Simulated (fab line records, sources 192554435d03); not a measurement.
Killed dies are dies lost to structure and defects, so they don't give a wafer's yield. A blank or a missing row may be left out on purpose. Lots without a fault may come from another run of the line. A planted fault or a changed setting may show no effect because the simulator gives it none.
Chamber matching | flow n5_finfet | N5_MOL_CONTACT_COAG_CMP_28 on cmp-01: 4 sister chambers
The step polishes, stops on SiNx, t overpolish 0.85 s, target thk 14.522 nm. 18 wafers are shown with their chamber, then 9 later ones without.

WAFERS WITH THEIR CHAMBER
wafer  | chamber | motor_current_A (A) | time_to_endpoint_s (s)
L080.1 | 1       | 13.7                | 6.4
L080.2 | 0       | 11.7                | 5.1
L080.6 | 1       | 13.9                | 6.0
L081.1 | 2       | 11.8                | 6.2
L081.3 | 1       | 13.5                | 5.8
L081.6 | 0       | 12.6                | 4.4
L084.1 | 0       | 11.8                | 7.1
L084.2 | 1       | 14.0                | 8.2
L084.5 | 2       | 12.0                | 9.1
L085.1 | 0       | 12.3                | 3.6
L085.2 | 2       | 12.0                | 5.1
L085.6 | 3       | 10.2                | 5.4
L087.1 | 3       | 10.7                | 7.2
L087.5 | 2       | 11.0                | 8.6
L087.6 | 3       | 10.5                | 7.0
L089.1 | 3       | 10.8                | 6.3
L089.2 | 2       | 11.8                | 7.2
L089.5 | 2       | 11.8                | 6.8

SIGNATURES (means of the wafers above)
reading            | chamber 0 | chamber 1 | chamber 2 | chamber 3 | scatter within a chamber
motor_current_A    | 12.100    | 13.775    | 11.733    | 10.550    | 0.337
time_to_endpoint_s | 5.050     | 6.600     | 7.167     | 6.475     | 1.29
Rule: a wafer's distance from a chamber is the root of the sum, over the readings, of the square of ((its reading less the chamber's mean) divided by the reading's scatter). The wafer belongs to the nearest chamber; if the next one is less than 2 further off, it can't be placed. The scatter: the root of (the sum of the squares of (reading less its chamber's mean) over the shown wafers, divided by (wafers less chambers)).

WAFERS WITHOUT THEIR CHAMBER
wafer  | motor_current_A (A) | time_to_endpoint_s (s)
L092.1 | 11.3                | 6.0
L092.3 | 12.1                | 6.9
L092.5 | 14.5                | 7.1
L093.3 | 12.4                | 5.4
L093.5 | 12.2                | 5.8
L093.6 | 10.6                | 5.6
L097.2 | 11.7                | 5.6
L097.4 | 12.2                | 4.1
L097.6 | 12.2                | 2.5

WHICH CHAMBER EACH WENT THROUGH
wafer  | from the rows above          | in truth
L092.1 | can't be placed: 2 or 3 or 0 | 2
L092.3 | can't be placed: 2 or 0      | 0
L092.5 | 1                            | 1
L093.3 | can't be placed: 0 or 2      | 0
L093.5 | can't be placed: 0 or 2      | 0
L093.6 | 3                            | 3
L097.2 | can't be placed: 2 or 0      | 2
L097.4 | can't be placed: 0 or 2      | 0
L097.6 | can't be placed: 0 or 2      | 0
Placed correctly: 2 of 9. Can't be placed from these rows: 7 (the true chamber is among the candidates in 7). Placed wrongly: 0.
